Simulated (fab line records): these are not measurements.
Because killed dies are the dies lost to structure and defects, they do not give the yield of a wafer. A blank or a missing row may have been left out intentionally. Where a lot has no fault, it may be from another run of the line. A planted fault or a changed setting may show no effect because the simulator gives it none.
fab line records ; flow nand-harc ; part 1 of 2: steps 1 to 25 of 35
[record] lots = 5; wafers = 15; last-day = 32
route steps=1302 shown A_CONTACT@1099 A_BLC@1107
lots untouched by any fault: they come from a run of this same line in which no faults occurred
start-h: the number of hours between the record's first day and the start of the first shown wafer of the lot ; wait-h: hours since the lot's step before ; " repeats the value in the row above ; L1.1+2: a row that stands for several wafers ; - either no value or no given start ; * or withheld: withheld ; < > ~ a bound
route shown NAME@n: NAME is a module with steps in the file, n the number in the route of the first one ; usual: mean/standard deviation of fault-free wafers ; same: alike in all rows ; chamber/n: place in a boat ; sites: the reading at each site ; _std_site: how widely they spread, as a standard deviation ; _edge_site: the outer-site mean with the inner-site mean subtracted ; radius-mm: how far each site lies from the wafer's centre ; mask NAME#n: copy n ; behind: the tool/chamber that last shaped the wafer ; hold: what put the lot on hold/how long, in hours/how the hold closed ; device: the n, p or np transistor that did not switch ; end of line: the tests these same wafers got at the end of their route ; step lacking rows: just its recipe ; killed: the dies lost at the first sort to structure and to defects; this is not the yield of the wafer ; map: shows each die of a wafer: x if killed, . if not, _ if none is there
set.NAME: the setting as run; set.NAME@STEP: as run at that earlier step ; model.NAME: the simulator's own value behind a step, which no gauge read
lots at selected steps of the route; one table per step, one row per wafer
services: the hour from which a tool's chamber was out of use, counted from the record's first day as start-h (under 0 if before that day), plus the number of hours and why
[[steps]]
[step NHARC_A_CONTACT_STRIP_26]
[recipe] o2-flow-sccm = 500; ar-flow-sccm = 0; bias-w = 0; chemistry = O2
[usual] drypump-motor-current-A = 5.9/0.51; o2-flow-sccm = 500.0/1.3; oes-product-au = 1.002/0.011; rf-vpp-V = 57.7/0.91; showerhead-plenum-p-Torr = 3.51/0.17; throttle-valve-pct = 17.035/0.0096
lot.wafer;tool;chamber;start-h;wait-h;drypump-motor-current-A;o2-flow-sccm;oes-product-au;rf-hours-counter-h;rf-vpp-V;showerhead-plenum-p-Torr;throttle-valve-pct
L084.1;rie-diel-13;0;-;-;6.5;499.8;0.998;14;57.9;3.72;17.018
L084.2;rie-diel-13;1;-;-;5.2;498.8;0.991;14;57.7;3.30;17.038
L084.5;rie-diel-13;2;-;-;5.9;500.0;0.991;-;56.3;3.34;17.034
L085.1;rie-diel-10;3;-;-;6.1;501.6;1.019;6;58.9;3.54;17.037
L085.4;rie-diel-10;1;-;-;6.1;499.4;1.002;-;56.8;3.40;17.031
L085.6;rie-diel-10;0;-;-;6.3;500.2;1.016;-;58.0;3.45;17.051
L090.3;rie-diel-10;1;-;-;6.1;500.8;1.000;22;58.0;3.39;17.031
L090.1;rie-diel-10;2;-;-;5.5;500.4;1.005;15;57.8;3.77;17.024
L090.2;rie-diel-10;0;-;-;6.3;499.5;1.001;22;55.6;3.44;17.031
L092.2;rie-diel-10;1;-;-;6.1;499.9;1.001;28;56.8;3.39;17.042
L092.1;rie-diel-10;3;-;-;6.1;499.7;1.014;26;56.9;3.52;17.036
L092.6;rie-diel-10;2;-;-;5.5;500.7;1.019;-;58.4;3.76;17.025
L095.2;rie-diel-10;0;-;-;6.3;502.3;1.002;39;58.3;3.43;17.029
L095.3;rie-diel-10;3;-;-;6.2;499.9;1.014;36;59.4;3.52;17.020
L095.6;rie-diel-10;1;-;-;6.1;500.3;0.996;-;58.2;3.38;17.035
[step NHARC_A_CONTACT_STRIP_27]
[recipe] time-s = 600; temp-c = 30; chemistry = post-etch-residue-remover
lot.wafer;tool;chamber;start-h;wait-h
L084.1+2+5;wet-bench-07;0,2,3;603.02;-
L085.4+6+1;wet-bench-07;4,6,7;630.97;-
L090.1+2+3;wet-bench-07;6,0,1;674.94;-
L092.1+2+6;wet-bench-04;5,7,0;694.70;-
L095.6+3+2;wet-bench-04;1,3,4;721.83;-
[step NHARC_A_CONTACT_ALD_18]
[recipe] target-thk-a = 30; pulse-time-s = 1; ald-cycles = 150; temp-c = 450; material = TiN
[usual] heater-power-w = 1109/94; precursor-pulse-height-rel = 0.999/0.02
[same] ald-cycles = 150
lot.wafer;tool;chamber;start-h;wait-h;heater-power-w;precursor-pulse-height-rel
L084.2;ald-metal-02;2;603.30;-;1075;0.994
L084.1;ald-metal-02;0;603.30;-;1136;0.987
L084.5;ald-metal-02;0;603.30;-;1150;1.039
L085.4;ald-metal-04;1;631.23;-;1126;0.985
L085.1;ald-metal-04;3;631.23;-;1310;1.010
L085.6;ald-metal-04;2;631.23;-;1211;1.006
L090.1;ald-metal-01;2;675.23;-;1026;1.026
L090.3;ald-metal-01;3;675.23;-;927;0.993
L090.2;ald-metal-01;0;675.23;-;902;1.027
L092.1;ald-metal-02;1;694.98;-;1119;0.993
L092.2;ald-metal-02;3;694.98;-;1104;0.989
L092.6;ald-metal-02;0;694.98;-;1136;1.010
L095.3;ald-metal-01;0;722.13;-;872;1.010
L095.2;ald-metal-01;1;722.13;-;1077;0.991
L095.6;ald-metal-01;3;722.13;-;897;1.023
[step NHARC_A_CONTACT_CVD_19]
[recipe] target-thk-a = 3000; temp-c = 300; pressure-torr = 40; wf6-flow-sccm = 40; h2-flow-sccm = 1600; ar-flow-sccm = 1560; time-s = 802; material = W
[usual] heater-power-w = 424/26; throttle-valve-pct = 8.16/0.21
lot.wafer;tool;chamber;start-h;wait-h;heater-power-w;throttle-valve-pct
L084.1;cvd-w-01;0;-;-;411;8.05
L084.2;cvd-w-01;1;-;-;399;8.63
L084.5;cvd-w-01;1;-;-;391;8.36
L085.1;cvd-w-01;1;-;-;390;8.44
L085.4;cvd-w-01;0;-;-;403;8.09
L085.6;cvd-w-01;0;-;-;413;7.93
L090.1;cvd-w-01;0;-;-;420;8.36
L090.2;cvd-w-01;1;-;-;398;8.17
L090.3;cvd-w-01;0;-;-;416;7.81
L092.1;cvd-w-02;1;-;-;437;8.55
L092.2;cvd-w-02;0;-;-;426;8.35
L092.6;cvd-w-02;1;-;-;445;8.42
L095.2;cvd-w-01;0;-;-;418;8.05
L095.3;cvd-w-01;1;-;-;394;8.36
L095.6;cvd-w-01;1;-;-;403;8.43
[step NHARC_A_CONTACT_CMP_20]
[recipe] t-overpolish-s = 30; target-thk-nm = 300
[usual] motor-current-A = 11.7/1.1; overpolish-run-s = 30.000/0.0085; time-to-endpoint-s = 60.5/2.7
lot.wafer;tool;chamber;start-h;wait-h;motor-current-A;overpolish-run-s;time-to-endpoint-s
L084.2;cmp-01;2;604.70;0.7;10.9;29.994;66.8
L084.1;cmp-01;3;604.70;0.7;11.5;29.992;64.6
L084.5;cmp-01;0;604.70;0.7;12.1;29.991;59.4
L085.1;cmp-04;1;632.33;0.8;11.6;30.000;61.0
L085.4;cmp-04;2;632.33;0.8;9.6;29.998;60.6
L085.6;cmp-04;2;632.33;0.8;9.5;29.991;60.9
L090.2;cmp-04;0;676.30;0.6;11.8;29.987;58.1
L090.1;cmp-04;1;676.30;0.6;10.9;30.007;57.1
L090.3;cmp-04;2;676.30;0.6;9.7;30.004;60.6
L092.1;cmp-01;1;696.07;0.8;10.9;29.992;62.3
L092.2;cmp-01;3;696.07;0.8;11.3;30.009;61.3
L092.6;cmp-01;0;696.07;0.8;12.0;30.002;59.6
L095.3;cmp-01;0;723.18;0.5;12.1;29.987;55.1
L095.2;cmp-01;1;723.18;0.5;11.2;30.006;56.9
L095.6;cmp-01;1;723.18;0.5;11.2;30.028;59.3
[step NHARC_A_CONTACT_SRD_22]
lot.wafer;tool;chamber;start-h;wait-h
L084.5+1+2;wet-bench-05;4,7,1;604.97;0.0
L085.6+4+1;wet-bench-07;6,7,2;632.65;0.0
L090.2+1+3;wet-bench-07;4,5,6;676.63;0.0
L092.2+1+6;wet-bench-04;3,5,0;696.36;0.0
L095.6+3+2;wet-bench-04;2,4,5;723.51;0.0
[step NHARC_A_CONTACT_INSPECT_23]
[usual] raw-defect-count = 538/140
lot.wafer;tool;chamber;start-h;wait-h;raw-defect-count
L084.1;defect-inspect-01;-;605.05;0.1;330
L084.2;defect-inspect-01;-;605.05;0.1;424
L084.5;defect-inspect-01;-;605.05;0.1;372
L085.1;defect-inspect-01;-;632.73;0.1;478
L085.4;defect-inspect-01;-;632.73;0.1;567
L085.6;defect-inspect-01;-;632.73;0.1;632
L090.1;defect-inspect-01;-;676.70;0.1;468
L090.2;defect-inspect-01;-;676.70;0.1;348
L090.3;defect-inspect-01;-;676.70;0.1;434
L092.1;defect-inspect-01;-;696.44;0.1;451
L092.2;defect-inspect-01;-;696.44;0.1;390
L092.6;defect-inspect-01;-;696.44;0.1;318
L095.2;defect-inspect-02;-;723.58;0.1;562
L095.3;defect-inspect-02;-;723.58;0.1;566
L095.6;defect-inspect-02;-;723.58;0.1;548
[step NHARC_A_BLC_DEHYDRATE_00]
[recipe] temp-c = 150; time-s = 120
lot.wafer;tool;chamber;start-h;wait-h
L084.1+2+5;litho-track-06;0;605.11;0.1
L085.1+4+6;litho-track-04;0;632.79;0.1
L090.1+2+3;litho-track-06;0;676.76;0.1
L092.1+2+6;litho-track-06;0;696.50;0.1
L095.2+3+6;litho-track-06;0;723.64;0.1
[step NHARC_A_BLC_HMDS_01]
[recipe] time-s = 30
lot.wafer;tool;chamber;start-h;wait-h
L084.1+2+5;litho-track-06;0;-;-
L085.1+4+6;litho-track-04;0;-;-
L090.1+2+3;litho-track-06;0;-;-
L092.1+2+6;litho-track-06;0;-;-
L095.2+3+6;litho-track-06;0;-;-
[step NHARC_A_BLC_COAT_02]
[recipe] temp-c = 260; time-s = 75
lot.wafer;tool;chamber;start-h;wait-h
L084.1+2+5;litho-track-06;0;-;-
L085.1+4+6;litho-track-04;0;-;-
L090.1+2+3;litho-track-06;0;-;-
L092.1+2+6;litho-track-06;0;-;-
L095.2+3+6;litho-track-06;0;-;-
[step NHARC_A_BLC_COAT_03]
[recipe] temp-c = 225; time-s = 65
lot.wafer;tool;chamber;start-h;wait-h
L084.1+2+5;litho-track-06;0;-;-
L085.1+4+6;litho-track-04;0;-;-
L090.1+2+3;litho-track-06;0;-;-
L092.1+2+6;litho-track-06;0;-;-
L095.2+3+6;litho-track-06;0;-;-
[step NHARC_A_BLC_COAT_04]
[recipe] spin-rpm = 1500; resist-thk-nm = 90
lot.wafer;tool;chamber;start-h;wait-h
L084.1+2+5;litho-track-06;0;-;-
L085.1+4+6;litho-track-04;0;-;-
L090.1+2+3;litho-track-06;0;-;-
L092.1+2+6;litho-track-06;0;-;-
L095.2+3+6;litho-track-06;0;-;-
[step NHARC_A_BLC_SOFTBAKE_05]
[recipe] temp-c = 105; time-s = 55
lot.wafer;tool;chamber;start-h;wait-h
L084.1+2+5;litho-track-06;0;-;-
L085.1+4+6;litho-track-04;0;-;-
L090.1+2+3;litho-track-06;0;-;-
L092.1+2+6;litho-track-06;0;-;-
L095.2+3+6;litho-track-06;0;-;-
[step NHARC_A_BLC_EBR_06]
lot.wafer;tool;chamber;start-h;wait-h
L084.1+2+5;litho-track-06;0;-;-
L085.1+4+6;litho-track-04;0;-;-
L090.1+2+3;litho-track-06;0;-;-
L092.1+2+6;litho-track-06;0;-;-
L095.2+3+6;litho-track-06;0;-;-
[step NHARC_A_BLC_EXPOSE_07]
[recipe] na = 1.35; target-cd-nm = 100; dose-mj = 67.97; mask-id = A_BLC
[usual] focus-offset-nm = 0.1/0.53; reticle-temp-C = 23.00/0.11
lot.wafer;tool;chamber;start-h;wait-h;mask;focus-offset-nm;reticle-temp-C
L084.1;arfi-scanner-01;0;605.43;-;A_BLC#0;0.0;23.18
L084.2;arfi-scanner-01;0;605.43;-;A_BLC#0;-0.9;23.23
L084.5;arfi-scanner-01;0;605.43;-;A_BLC#0;0.1;23.18
L085.1;arfi-scanner-03;0;633.10;-;A_BLC#0;0.4;23.00
L085.4;arfi-scanner-03;0;633.10;-;A_BLC#0;-0.2;23.12
L085.6;arfi-scanner-03;0;633.10;-;A_BLC#0;-0.3;22.89
L090.1;arfi-scanner-02;0;677.07;-;A_BLC#0;0.3;22.92
L090.2;arfi-scanner-02;0;677.07;-;A_BLC#0;-0.3;22.81
L090.3;arfi-scanner-02;0;677.07;-;A_BLC#0;0.7;22.87
L092.1;arfi-scanner-02;0;696.81;-;A_BLC#0;-0.1;22.95
L092.2;arfi-scanner-02;0;696.81;-;A_BLC#0;0.2;22.98
L092.6;arfi-scanner-02;0;696.81;-;A_BLC#0;0.6;23.11
L095.2;arfi-scanner-03;0;723.96;-;A_BLC#0;0.8;22.95
L095.3;arfi-scanner-03;0;723.96;-;A_BLC#0;0.2;22.89
L095.6;arfi-scanner-03;0;723.96;-;A_BLC#0;-0.6;23.10
[step NHARC_A_BLC_PEB_08]
[recipe] peb-temp-c = 100; peb-time-s = 65
lot.wafer;tool;chamber;start-h;wait-h
L084.1+2+5;litho-track-04;0;605.49;0.1
L085.1+4+6;litho-track-06;0;633.16;0.1
L090.1+2+3;litho-track-01;0;677.13;0.1
L092.1+2+6;litho-track-01;0;696.87;0.1
L095.2+3+6;litho-track-04;0;724.01;0.1
[step NHARC_A_BLC_DEVELOP_09]
[recipe] develop-time-s = 35; dev-temp-c = 23
lot.wafer;tool;chamber;start-h;wait-h
L084.1+2+5;litho-track-04;0;-;-
L085.1+4+6;litho-track-06;0;-;-
L090.1+2+3;litho-track-01;0;-;-
L092.1+2+6;litho-track-01;0;-;-
L095.2+3+6;litho-track-04;0;-;-
[step NHARC_A_BLC_CD_MEAS_10]
[recipe] target-cd-nm = 100; landing-energy-ev = 500
[usual] cd-nm = 99.9/0.6
lot.wafer;tool;chamber;start-h;wait-h;cd-nm
L084.1;cd-sem-01;0;605.57;-;100.7
L084.2;cd-sem-01;0;605.57;-;100.2
L084.5;cd-sem-01;0;605.57;-;100.2
L085.1;cd-sem-02;0;633.24;-;100.0
L085.4;cd-sem-02;0;633.24;-;99.5
L085.6;cd-sem-02;0;633.24;-;100.9
L090.1;cd-sem-02;0;677.21;-;100.0
L090.2;cd-sem-02;0;677.21;-;100.5
L090.3;cd-sem-02;0;677.21;-;99.9
L092.1;cd-sem-03;0;696.95;-;99.3
L092.2;cd-sem-03;0;696.95;-;99.4
L092.6;cd-sem-03;0;696.95;-;100.7
L095.2;cd-sem-01;0;724.09;-;99.5
L095.3;cd-sem-01;0;724.09;-;99.7
L095.6;cd-sem-01;0;724.09;-;99.8
[step NHARC_A_BLC_OVL_MEAS_11]
[usual] overlay-x-nm = 0.1/0.83; overlay-y-nm = 0.3/0.83
lot.wafer;tool;chamber;start-h;wait-h;overlay-x-nm;overlay-y-nm
L084.1;overlay-01;-;605.66;-;1.8;-1.2
L084.2;overlay-01;-;605.66;-;1.8;-0.9
L084.5;overlay-01;-;605.66;-;1.4;-0.9
L085.1;overlay-01;-;633.32;-;-0.1;0.2
L085.4;overlay-01;-;633.32;-;-0.2;0.2
L085.6;overlay-01;-;633.32;-;-0.6;0.6
L090.1;overlay-01;-;677.30;-;0.9;1.2
L090.2;overlay-01;-;677.30;-;1.2;1.5
L090.3;overlay-01;-;677.30;-;0.9;1.5
L092.1;overlay-02;-;697.04;-;0.4;1.2
L092.2;overlay-02;-;697.04;-;0.2;1.1
L092.6;overlay-02;-;697.04;-;-0.3;1.3
L095.2;overlay-02;-;724.18;-;0.0;0.8
L095.3;overlay-02;-;724.18;-;-0.3;0.9
L095.6;overlay-02;-;724.18;-;0.0;0.9
[step NHARC_A_BLC_INSPECT_12]
[usual] raw-defect-count = 85/37
lot.wafer;tool;chamber;start-h;wait-h;raw-defect-count
L084.1;defect-inspect-01;-;605.69;0.0;90
L084.2;defect-inspect-01;-;605.69;0.0;90
L084.5;defect-inspect-01;-;605.69;0.0;83
L085.1;defect-inspect-01;-;633.36;0.0;96
L085.4;defect-inspect-01;-;633.36;0.0;75
L085.6;defect-inspect-01;-;633.36;0.0;72
L090.1;defect-inspect-01;-;677.33;0.0;50
L090.2;defect-inspect-01;-;677.33;0.0;60
L090.3;defect-inspect-01;-;677.33;0.0;54
L092.1;defect-inspect-01;-;697.08;0.0;67
L092.2;defect-inspect-01;-;697.08;0.0;66
L092.6;defect-inspect-01;-;697.08;0.0;56
L095.2;defect-inspect-01;-;724.22;0.0;25
L095.3;defect-inspect-01;-;724.22;0.0;28
L095.6;defect-inspect-01;-;724.22;0.0;27
[step NHARC_A_BLC_DESCUM_15]
[recipe] time-s = 3; o2-flow-sccm = 200; ar-flow-sccm = 0; bias-power-w = 0; chemistry = O2
[usual] drypump-motor-current-A = 5.7/0.37; o2-flow-sccm = 200.1/0.64; oes-product-au = 0.998/0.0099; rf-vpp-V = 57.6/0.92; showerhead-plenum-p-Torr = 1.87/0.082; throttle-valve-pct = 11.311/0.0097
lot.wafer;tool;chamber;start-h;wait-h;drypump-motor-current-A;o2-flow-sccm;oes-product-au;rf-hours-counter-h;rf-vpp-V;showerhead-plenum-p-Torr;throttle-valve-pct
L084.1;rie-diel-03;3;605.76;0.1;6.4;199.9;1.000;15;57.9;1.95;11.327
L084.2;rie-diel-03;1;605.76;0.1;5.4;199.7;1.011;13;58.6;2.03;11.300
L084.5;rie-diel-03;3;605.76;0.1;6.4;200.8;0.997;-;59.0;1.95;11.311
L085.1;rie-diel-03;3;633.43;0.1;6.4;200.7;0.992;16;58.2;1.95;11.310
L085.4;rie-diel-03;1;633.43;0.1;5.5;199.9;1.019;16;58.0;2.03;11.310
L085.6;rie-diel-03;2;633.43;0.1;5.5;200.2;0.986;-;58.6;1.84;11.308
L090.3;rie-diel-12;2;677.39;0.1;5.6;200.1;0.990;3;58.2;1.80;11.319
L090.2;rie-diel-12;3;677.39;0.1;5.6;200.1;0.994;3;55.6;1.90;11.301
L090.1;rie-diel-12;1;677.39;0.1;5.5;200.8;0.991;3;55.5;1.78;11.310
L092.1;rie-diel-07;0;697.15;0.1;5.1;199.5;1.010;7;58.3;1.84;11.318
L092.2;rie-diel-07;2;697.15;0.1;5.8;199.3;0.996;6;59.1;2.07;11.304
L092.6;rie-diel-07;0;697.15;0.1;5.1;198.6;1.002;-;58.0;1.84;11.309
L095.2;rie-diel-12;3;724.28;0.1;5.6;199.5;1.012;6;57.7;1.89;11.328
L095.3;rie-diel-12;1;724.28;0.1;5.6;199.3;1.005;7;58.3;1.78;11.316
L095.6;rie-diel-12;3;724.28;0.1;5.6;199.1;1.016;-;58.5;1.89;11.301
[step NHARC_A_BLC_ETCH_16]
[recipe] target-depth-a = 390; over-etch-frac = 0.3; time-s = 65; ion-energy-ev = 80; cf4-flow-sccm = 150; ar-flow-sccm = 0; rf-w = 300; bias-w = 100; chemistry = CF4
[usual] cf4-flow-sccm = 150.0/0.46; drypump-motor-current-A = 5.7/0.39; oes-product-au = 0.999/0.011; rf-vpp-V = 150.7/1.2; showerhead-plenum-p-Torr = 1.73/0.071; throttle-valve-pct = 13.284/0.0091
lot.wafer;tool;chamber;start-h;wait-h;cf4-flow-sccm;drypump-motor-current-A;oes-product-au;rf-hours-counter-h;rf-vpp-V;showerhead-plenum-p-Torr;throttle-valve-pct
L084.1;rie-diel-03;1;605.85;0.1;150.0;5.4;1.001;13;152.9;1.87;13.285
L084.2;rie-diel-03;2;605.85;0.1;149.8;5.5;1.011;14;148.5;1.71;13.272
L084.5;rie-diel-03;3;605.85;0.1;149.7;6.4;0.998;-;151.2;1.80;13.280
L085.1;rie-diel-03;3;633.51;0.1;150.2;6.4;1.002;16;150.5;1.80;13.287
L085.4;rie-diel-03;0;633.51;0.1;149.6;5.4;1.015;12;148.8;1.64;13.289
L085.6;rie-diel-03;0;633.51;0.1;149.8;5.4;0.998;-;149.6;1.64;13.271
L090.1;rie-diel-12;3;677.48;0.1;149.7;5.6;0.992;3;150.8;1.75;13.274
L090.2;rie-diel-12;0;677.48;0.1;149.9;6.2;1.028;3;150.1;1.72;13.296
L090.3;rie-diel-12;1;677.48;0.1;150.6;5.6;0.992;3;150.3;1.65;13.284
L092.2;rie-diel-07;3;697.23;0.1;150.0;6.0;1.016;7;151.1;1.72;13.293
L092.1;rie-diel-07;0;697.23;0.1;150.0;5.1;1.006;7;150.9;1.71;13.298
L092.6;rie-diel-07;1;697.23;0.1;151.5;6.3;1.003;-;150.0;1.75;13.286
L095.2;rie-diel-12;0;724.36;0.1;150.0;6.2;1.022;6;150.9;1.72;13.279
L095.3;rie-diel-12;2;724.36;0.1;149.7;5.6;1.001;6;150.0;1.67;13.281
L095.6;rie-diel-12;1;724.36;0.1;150.5;5.6;0.994;-;149.2;1.65;13.289
[step NHARC_A_BLC_ETCH_17]
[recipe] target-depth-a = 3900; over-etch-frac = 0.25; time-s = 609.38; ion-energy-ev = 200; n2-flow-sccm = 150; h2-flow-sccm = 150; ar-flow-sccm = 0; rf-w = 400; bias-w = 150; chemistry = N2/H2
[usual] drypump-motor-current-A = 5.7/0.38; h2-flow-sccm = 150.0/0.43; oes-product-au = 0.998/0.01; rf-vpp-V = 429.2/2.7; showerhead-plenum-p-Torr = 1.99/0.091; throttle-valve-pct = 14.172/0.0091
lot.wafer;tool;chamber;start-h;wait-h;drypump-motor-current-A;h2-flow-sccm;oes-product-au;rf-hours-counter-h;rf-vpp-V;showerhead-plenum-p-Torr;throttle-valve-pct
L084.1;rie-diel-03;2;-;-;5.5;150.0;0.994;14;428.8;1.97;14.166
L084.2;rie-diel-03;3;-;-;6.4;149.4;1.006;15;431.9;2.08;14.190
L084.5;rie-diel-03;1;-;-;5.4;150.8;1.006;-;435.2;2.17;14.183
L085.4;rie-diel-03;3;-;-;6.4;150.5;0.992;17;431.0;2.08;14.141
L085.1;rie-diel-03;1;-;-;5.4;149.2;1.006;16;433.0;2.17;14.174
L085.6;rie-diel-03;0;-;-;5.4;149.8;0.995;-;425.4;1.88;14.175
L090.1;rie-diel-12;3;-;-;5.6;149.2;1.004;3;430.5;2.02;14.188
L090.3;rie-diel-12;1;-;-;5.6;150.1;1.011;3;427.2;1.89;14.157
L090.2;rie-diel-12;2;-;-;5.6;150.2;1.005;3;427.6;1.91;14.170
L092.2;rie-diel-07;3;-;-;6.0;149.4;1.011;8;428.2;1.97;14.174
L092.1;rie-diel-07;1;-;-;6.3;150.0;0.993;7;428.8;2.02;14.175
L092.6;rie-diel-07;3;-;-;6.0;150.2;1.007;-;429.3;1.97;14.181
L095.2;rie-diel-12;3;-;-;5.6;150.4;1.014;6;429.2;2.02;14.170
L095.3;rie-diel-12;0;-;-;6.2;150.1;1.014;6;429.0;1.98;14.171
L095.6;rie-diel-12;2;-;-;5.5;150.5;0.994;-;426.3;1.91;14.181
[step NHARC_A_BLC_ETCH_18]
[recipe] target-depth-a = 9100; c4f8-flow-sccm = 20; o2-flow-sccm = 10; ar-flow-sccm = withheld; rf-w = 600; bias-w = 1500; chemistry = C4F8/O2/Ar
[usual] oes-product-au = 0.954/0.022; rf-vpp-V = 975/5.9
lot.wafer;tool;chamber;start-h;wait-h;oes-product-au;rf-hours-counter-h;rf-vpp-V
L084.2;rie-diel-03;3;-;-;0.918;15;981
L084.1;rie-diel-03;0;-;-;0.928;10;967
L084.5;rie-diel-03;2;-;-;0.921;-;974
L085.1;rie-diel-03;2;-;-;0.955;16;973
L085.4;rie-diel-03;3;-;-;0.969;17;981
L085.6;rie-diel-03;1;-;-;0.997;-;987
L090.2;rie-diel-12;0;-;-;0.994;3;974
L090.3;rie-diel-12;2;-;-;0.954;3;970
L090.1;rie-diel-12;3;-;-;0.961;3;976
L092.2;rie-diel-07;0;-;-;0.961;8;975
L092.1;rie-diel-07;3;-;-;0.972;8;973
L092.6;rie-diel-07;0;-;-;0.986;-;972
L095.3;rie-diel-12;3;-;-;0.932;6;978
L095.2;rie-diel-12;0;-;-;0.943;6;976
L095.6;rie-diel-12;3;-;-;0.926;-;977
[step NHARC_A_BLC_CD_MEAS_19]
[usual] cd-nm = 99.5/2.6
lot.wafer;tool;chamber;start-h;wait-h;cd-nm
L084.1;cd-sem-01;-;606.72;-;100.1
L084.2;cd-sem-01;-;606.72;-;98.5
L084.5;cd-sem-01;-;606.72;-;105.9
L085.1;cd-sem-03;-;634.39;-;105.2
L085.4;cd-sem-03;-;634.39;-;98.1
L085.6;cd-sem-03;-;634.39;-;101.5
L090.1;cd-sem-02;-;678.36;-;98.3
L090.2;cd-sem-02;-;678.36;-;98.5
L090.3;cd-sem-02;-;678.36;-;99.8
L092.1;cd-sem-01;-;698.11;-;101.4
L092.2;cd-sem-01;-;698.11;-;100.1
L092.6;cd-sem-01;-;698.11;-;99.3
L095.2;cd-sem-01;-;725.25;-;98.0
L095.3;cd-sem-01;-;725.25;-;97.5
L095.6;cd-sem-01;-;725.25;-;98.7
